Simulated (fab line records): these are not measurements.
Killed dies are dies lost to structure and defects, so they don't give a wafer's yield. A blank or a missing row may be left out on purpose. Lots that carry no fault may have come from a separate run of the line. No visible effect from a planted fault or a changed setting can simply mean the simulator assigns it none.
Chamber matching ; flow nand_harc ; NHARC_A_CONTACT_ETCH_91 on rie_diel-12: 4 sister chambers
The step etches the open film in CH3F/O2, target depth 40 nm, time 85.7 s. 4 wafers are shown with their chamber, then 12 later ones without.

EACH WAFER AND ITS CHAMBER
wafer;chamber;showerhead_plenum_p_Torr (Torr)
L086.5;3;2.50
L086.1;2;2.39
L086.3;1;2.33
L086.6;0;2.53

WAFERS WITH NO CHAMBER GIVEN
wafer;showerhead_plenum_p_Torr (Torr)
L089.1;2.33
L089.2;2.39
L089.5;2.50
L092.1;2.53
L092.3;2.50
L092.5;2.38
L093.3;2.50
L093.5;2.38
L093.6;2.33
L096.1;2.33
L096.3;2.38
L096.4;2.50

EACH ONE'S CHAMBER
wafer;from the rows above;in truth
L089.1;1;1
L089.2;2;2
L089.5;3;3
L092.1;0;0
L092.3;3;3
L092.5;2;2
L093.3;3;3
L093.5;2;2
L093.6;1;1
L096.1;1;1
L096.3;2;2
L096.4;3;3
12 of 12 placed correctly. Number that these rows cannot place: 0. Number placed wrongly: 0.
How it was worked out, from the rows above alone: a wafer's distance from a chamber is the root of the sum, over the readings, of the square of ((its reading less the chamber's mean) divided by the reading's scatter). The wafer belongs to the nearest chamber; if the next one is less than 2 further off, it can't be placed. The mean given for a chamber averages the wafers shown for that chamber. The scatter: with one shown wafer a chamber, the root of the mean of the squares of how far each hidden wafer lies from its nearest shown one.
